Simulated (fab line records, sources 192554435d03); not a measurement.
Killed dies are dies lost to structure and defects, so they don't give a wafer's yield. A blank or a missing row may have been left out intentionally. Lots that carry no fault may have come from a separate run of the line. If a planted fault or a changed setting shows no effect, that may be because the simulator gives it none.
Lot-split experiment :: flow n5 finfet :: 7 lots, 21 wafers read, on a route of 1938 steps

THE SPLIT
At N5_BEOL_M6_DEP_56 (deposits SiCN from 3MS/NH3, target thk 10 nm, time 17.5 s), the setting time s was moved away from the recipe's 17.5 s on 8 of the 21 wafers read, by -12.8% to -5.8%. For the rest of the wafers, this setting stayed at what the recipe calls for.

The reading is taken at the split's own step.

THE READING
SiCN_of_BEOL_M6_DEP_56.thk nm (the simulator's own value, which no gauge read), in nm, at N5_BEOL_M6_DEP_56 (deposits SiCN from 3MS/NH3, target thk 10 nm, time 17.5 s). The file does not state a usual value for it. Across the 13 wafers here that went through the recipe, the average is 9.8 nm and the standard deviation 0.25 nm.

wafer: L078.2
tool, chamber at the split: pecvd-02, 1
time s as run, s: 17.5
against the recipe: recipe
SiCN_of_BEOL_M6_DEP_56.thk nm, nm: 9.6
against lot-mates on the recipe: -

wafer: L078.3
tool, chamber at the split: pecvd-02, 2
time s as run, s: 17.5
against the recipe: recipe
SiCN_of_BEOL_M6_DEP_56.thk nm, nm: 10
against lot-mates on the recipe: -

wafer: L078.5
tool, chamber at the split: pecvd-02, 0
time s as run, s: 17.5
against the recipe: recipe
SiCN_of_BEOL_M6_DEP_56.thk nm, nm: 9.8
against lot-mates on the recipe: -

wafer: L085.1
tool, chamber at the split: pecvd-02, 0,2
time s as run, s: 16.48
against the recipe: -5.8%
SiCN_of_BEOL_M6_DEP_56.thk nm, nm: 9.4
against lot-mates on the recipe: no lot-mate on the recipe

wafer: L085.4
tool, chamber at the split: pecvd-02, 0,2
time s as run, s: 16.48
against the recipe: -5.8%
SiCN_of_BEOL_M6_DEP_56.thk nm, nm: 9.4
against lot-mates on the recipe: no lot-mate on the recipe

wafer: L085.5
tool, chamber at the split: pecvd-02, 0
time s as run, s: 16.48
against the recipe: -5.8%
SiCN_of_BEOL_M6_DEP_56.thk nm, nm: 9.6
against lot-mates on the recipe: no lot-mate on the recipe

wafer: L086.1
tool, chamber at the split: pecvd-04, 0
time s as run, s: 16.41
against the recipe: -6.2%
SiCN_of_BEOL_M6_DEP_56.thk nm, nm: 9.2
against lot-mates on the recipe: -1.0

wafer: L086.5
tool, chamber at the split: pecvd-04, 0
time s as run, s: 17.5
against the recipe: recipe
SiCN_of_BEOL_M6_DEP_56.thk nm, nm: 10.2
against lot-mates on the recipe: -

wafer: L086.6
tool, chamber at the split: pecvd-04, 1
time s as run, s: 16.41
against the recipe: -6.2%
SiCN_of_BEOL_M6_DEP_56.thk nm, nm: 9.6
against lot-mates on the recipe: -0.6

wafer: L092.1
tool, chamber at the split: pecvd-02, 2
time s as run, s: 17.5
against the recipe: recipe
SiCN_of_BEOL_M6_DEP_56.thk nm, nm: 10
against lot-mates on the recipe: -

wafer: L092.4
tool, chamber at the split: pecvd-02, 2
time s as run, s: 17.5
against the recipe: recipe
SiCN_of_BEOL_M6_DEP_56.thk nm, nm: 10.2
against lot-mates on the recipe: -

wafer: L092.6
tool, chamber at the split: pecvd-02, 1
time s as run, s: 15.26
against the recipe: -12.8%
SiCN_of_BEOL_M6_DEP_56.thk nm, nm: 8.6
against lot-mates on the recipe: -1.5

wafer: L093.2
tool, chamber at the split: pecvd-01, 0,1
time s as run, s: 17.5
against the recipe: recipe
SiCN_of_BEOL_M6_DEP_56.thk nm, nm: 10
against lot-mates on the recipe: -

wafer: L093.4
tool, chamber at the split: pecvd-01, 0,1
time s as run, s: 17.5
against the recipe: recipe
SiCN_of_BEOL_M6_DEP_56.thk nm, nm: 10
against lot-mates on the recipe: -

wafer: L093.6
tool, chamber at the split: pecvd-01, 2
time s as run, s: 17.5
against the recipe: recipe
SiCN_of_BEOL_M6_DEP_56.thk nm, nm: 9.8
against lot-mates on the recipe: -

wafer: L094.2
tool, chamber at the split: pecvd-02, 0,1
time s as run, s: 15.79
against the recipe: -9.8%
SiCN_of_BEOL_M6_DEP_56.thk nm, nm: 8.8
against lot-mates on the recipe: -1.0

wafer: L094.6
tool, chamber at the split: pecvd-02, 0,1
time s as run, s: 15.79
against the recipe: -9.8%
SiCN_of_BEOL_M6_DEP_56.thk nm, nm: 8.8
against lot-mates on the recipe: -1.0

wafer: L094.3
tool, chamber at the split: pecvd-02, 2
time s as run, s: 17.5
against the recipe: recipe
SiCN_of_BEOL_M6_DEP_56.thk nm, nm: 9.8
against lot-mates on the recipe: -

wafer: L096.1
tool, chamber at the split: pecvd-01, 1,2
time s as run, s: 17.5
against the recipe: recipe
SiCN_of_BEOL_M6_DEP_56.thk nm, nm: 9.4
against lot-mates on the recipe: -

wafer: L096.2
tool, chamber at the split: pecvd-01, 1,2
time s as run, s: 17.5
against the recipe: recipe
SiCN_of_BEOL_M6_DEP_56.thk nm, nm: 9.4
against lot-mates on the recipe: -

wafer: L096.3
tool, chamber at the split: pecvd-01, 0
time s as run, s: 17.5
against the recipe: recipe
SiCN_of_BEOL_M6_DEP_56.thk nm, nm: 9.8
against lot-mates on the recipe: -
When a row names more than one chamber, that row covers several wafers, and the file does not tell which wafer ran in which chamber.

THE FIT
A straight line over all 21 wafers: SiCN_of_BEOL_M6_DEP_56.thk nm changes by +0.0934 nm for each +1% of time s; r = +0.86; the points scatter about the line by 0.24 nm.
The same after taking each lot's own level away (the mean of its wafers on the recipe; 18 wafers): +0.112 nm for each +1%; r = +0.96; scatter 0.15 nm.
The reading moves by 1.4 nm for the largest change in time s, on that fit.
From 9.53 to 10.20 nm: that is the span of the lots' own levels, equal to 2.7 times the standard deviation above.
In other words, the slope is changed by the lot-to-lot level; the two fits disagree.
Check: for one of the wafers moved furthest among these (-12.8%), held out of the fit, the line's prediction against its lot-mates is -1.4 nm. It came out at -1.5 nm against them.

OTHER SPLITS ON THESE WAFERS
Other splits were also applied to these wafers ahead of the reading. Each is held against what the fit with the lots' levels taken away leaves over:
other split on the same wafers: N5_BEOL_M5_EXPOSE_25 dose mj
wafers away from the commonest value: 5
r with SiCN_of_BEOL_M6_DEP_56.thk nm (lot level and that fit taken away): -0.10

other split on the same wafers: N5_BEOL_M6_EXPOSE_25 dose mj
wafers away from the commonest value: 6
r with SiCN_of_BEOL_M6_DEP_56.thk nm (lot level and that fit taken away): +0.13

other split on the same wafers: N5_BEOL_M6_ETCH_66 bias w
wafers away from the commonest value: 11
r with SiCN_of_BEOL_M6_DEP_56.thk nm (lot level and that fit taken away): -0.11

FILE'S OWN FIT
SiCN_of_BEOL_M6_DEP_56.thk nm changes by +0.114 nm for each +1% of time s, r = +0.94.
